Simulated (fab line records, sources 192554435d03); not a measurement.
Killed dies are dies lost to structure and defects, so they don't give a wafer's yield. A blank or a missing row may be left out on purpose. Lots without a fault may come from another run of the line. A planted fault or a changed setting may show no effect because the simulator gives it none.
Chamber matching | flow n5_finfet | N5_FIN_CUT_CUT_ETCH_28 on rie_si-06: 4 sister chambers
The step etches Si in HBr/Cl2/O2, target depth 6 nm, time 2.4 s. 4 wafers are shown with their chamber, then 9 later ones without.

WAFERS WITH THEIR CHAMBER
wafer  | chamber | throttle_valve_pct (%)
L080.3 | 3       | 36.86
L083.4 | 1       | 37.52
L086.4 | 0       | 37.07
L086.5 | 2       | 37.69

WAFERS WITHOUT THEIR CHAMBER
wafer  | throttle_valve_pct (%)
L088.1 | 37.51
L088.4 | 37.70
L088.6 | 37.04
L089.3 | 37.70
L089.4 | 36.87
L089.6 | 37.70
L094.2 | 37.07
L094.4 | 36.87
L094.5 | 37.67

WHICH CHAMBER EACH WENT THROUGH
wafer  | from the rows above | in truth
L088.1 | 1                   | 1
L088.4 | 2                   | 2
L088.6 | 0                   | 0
L089.3 | 2                   | 2
L089.4 | 3                   | 3
L089.6 | 2                   | 2
L094.2 | 0                   | 0
L094.4 | 3                   | 3
L094.5 | 2                   | 2
Placed correctly: 9 of 9. Can't be placed from these rows: 0. Placed wrongly: 0.
How it was worked out, from the rows above alone: a wafer's distance from a chamber is the root of the sum, over the readings, of the square of ((its reading less the chamber's mean) divided by the reading's scatter). The wafer belongs to the nearest chamber; if the next one is less than 2 further off, it can't be placed. A chamber's mean is the mean of its shown wafers. The scatter: with one shown wafer a chamber, the root of the mean of the squares of how far each hidden wafer lies from its nearest shown one.
